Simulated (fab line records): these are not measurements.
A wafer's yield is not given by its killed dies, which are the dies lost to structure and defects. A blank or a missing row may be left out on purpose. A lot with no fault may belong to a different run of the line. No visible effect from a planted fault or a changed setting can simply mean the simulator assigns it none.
Matching of chambers    flow n5Finfet    4 sister chambers for N5_BEOL_M9_STRIP_67 on rieDiel-06
The step strips in CF4. 14 wafers are shown with their chamber, then 7 later ones without.

WAFERS PAIRED WITH THEIR CHAMBERS
wafer   chamber  drypumpMotorCurrentA (A)  showerheadPlenumPTorr (Torr)  rfVppV (V)
L083.1  1        6.24                      1.71                          269.1
L083.2  3        5.40                      1.90                          273.4
L083.5  0        5.90                      1.86                          272.1
L079.1  2        6.04                      1.72                          269.2
L079.2  0        5.93                      1.86                          272.9
L079.3  3        5.40                      1.90                          273.0
L085.3  3        5.43                      1.90                          274.4
L085.5  2        5.99                      1.72                          268.7
L085.6  1        6.22                      1.71                          268.9
L089.1  2        6.02                      1.72                          268.9
L089.3  3        5.40                      1.90                          271.6
L089.5  0        5.89                      1.85                          272.0
L090.1  3        5.41                      1.89                          272.2
L090.2  1        6.21                      1.92                          273.6

SIGNATURES, as means of the wafers listed above
reading                chamber 0  chamber 1  chamber 2  chamber 3  scatter within a chamber
drypumpMotorCurrentA   5.9067     6.2233     6.0167     5.4080     0.0181
showerheadPlenumPTorr  1.8567     1.7800     1.7200     1.8980     0.0544
rfVppV                 272.333    270.533    268.933    272.920    1.39
Rule: distance of a wafer from a chamber = root of the sum over the readings of ((wafer's reading minus chamber's mean) / reading's scatter) squared. If the next closest chamber is less than 2 further off than the closest, the wafer can't be placed; otherwise it belongs to the closest. The scatter: take each reading less its chamber's mean, square it, sum over the shown wafers, divide by the number of wafers less the number of chambers, and take the root.

WAFERS WITH NO CHAMBER GIVEN
wafer   drypumpMotorCurrentA (A)  showerheadPlenumPTorr (Torr)  rfVppV (V)
L090.4  6.00                      1.72                          270.3
L094.1  5.90                      1.85                          272.3
L094.2  6.00                      1.72                          268.4
L094.5  5.38                      1.89                          273.3
L096.3  5.99                      1.72                          270.1
L096.5  5.42                      1.89                          272.9
L096.6  5.86                      1.85                          272.7

WHICH CHAMBER EACH WENT THROUGH
wafer   from the rows above  in truth
L090.4  2                    2
L094.1  0                    0
L094.2  2                    2
L094.5  3                    3
L096.3  2                    2
L096.5  3                    3
L096.6  0                    0
Correct placement for 7 of the 7. From these rows, 0 cannot be placed. Wrongly placed: 0.
